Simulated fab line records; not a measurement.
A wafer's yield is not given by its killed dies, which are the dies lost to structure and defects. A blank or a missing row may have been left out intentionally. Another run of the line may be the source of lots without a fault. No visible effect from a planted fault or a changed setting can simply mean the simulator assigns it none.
2 desks looking at one fault | flow n5_finfet | what lay behind the numbers comes last; until then each desk has only its own

## FOR THE TOOL OWNER'S DESK: pecvd-03
The tool's own readings at N5_BEOL_M4_DEP_57 (deposits SiCN from 3MS/NH3, target thk 8 nm, time 14 s): means of the sampled wafers that have a number, for each lot that ran on this tool. Any lot whose mean is over 4 standard deviations away from the usual mean is out of limits and marked OUT; that distance is given in the brackets.
Columns: A = chamber_pressure_Torr at N5_BEOL_M4_DEP_57, usual 3.000 Torr; B = showerhead_plenum_p_Torr at N5_BEOL_M4_DEP_57, usual 3.660 Torr; C = throttle_valve_pct at N5_BEOL_M4_DEP_57, usual 9.0 %
lot  | first seen here | A     | B     | C
L534 | day 9 01:58     | 3.003 | 3.659 | 8.6
L549 | day 13 02:41    | 3.001 | 3.665 | 9.1
L550 | day 13 16:23    | 3.005 | 3.653 | 9.2
This desk's finding: nothing out of limits on any of the 3 lots.

## AT THE METROLOGY DESK
Means of the sampled wafers that have a number, per lot and without regard to the tool the lot ran on: this is what the gauges read. Any lot whose mean is over 4 standard deviations away from the usual mean is out of limits and marked OUT; that distance is given in the brackets. Readings shown: 7 of its 12, picked as those furthest out on some lot.
Columns: A = M4_RS at N5_BEOL_M4_RS_MEAS_58, usual 0.68 ohm/sq; B = DIBL_N at N5_BEOL_M4_RC_MEAS_101, usual 36.9 mV/V; C = DIBL_P at N5_BEOL_M4_RC_MEAS_101, usual 37.3 mV/V; D = SS_N at N5_BEOL_M4_RC_MEAS_101, usual 71.6 mV/dec; E = SS_P at N5_BEOL_M4_RC_MEAS_101, usual 73.4 mV/dec; F = VT_N at N5_BEOL_M4_RC_MEAS_101, usual 250 mV; G = VT_P at N5_BEOL_M4_RC_MEAS_101, usual -250 mV
lot  | first seen here | A    | B    | C    | D    | E    | F   | G
L533 | day 8 17:49     | 0.69 | 35.9 | 37.2 | 72.1 | 72.9 | 249 | -249
L534 | day 9 01:46     | 0.67 | 38.4 | 37.5 | 72.2 | 73.2 | 248 | -251
L549 | day 13 02:29    | 0.68 | 38.9 | 38.5 | 72.0 | 73.8 | 248 | -249
L550 | day 13 16:11    | 0.70 | 34.5 | 34.4 | 70.9 | 73.0 | 253 | -255
L552 | day 13 19:05    | 0.65 | 37.7 | 38.7 | 71.5 | 74.3 | 252 | -251
L553 | day 13 22:36    | 0.65 | 36.2 | 36.1 | 71.1 | 72.3 | 254 | -251
This desk's finding: nothing out of limits on any of the 6 lots.

## ALL TOGETHER
Nothing out of limits was seen by the tool owner's desk.
At the metrology desk, nothing out of limits was observed.

## WHAT WAS PUT IN BY THE SIMULATOR
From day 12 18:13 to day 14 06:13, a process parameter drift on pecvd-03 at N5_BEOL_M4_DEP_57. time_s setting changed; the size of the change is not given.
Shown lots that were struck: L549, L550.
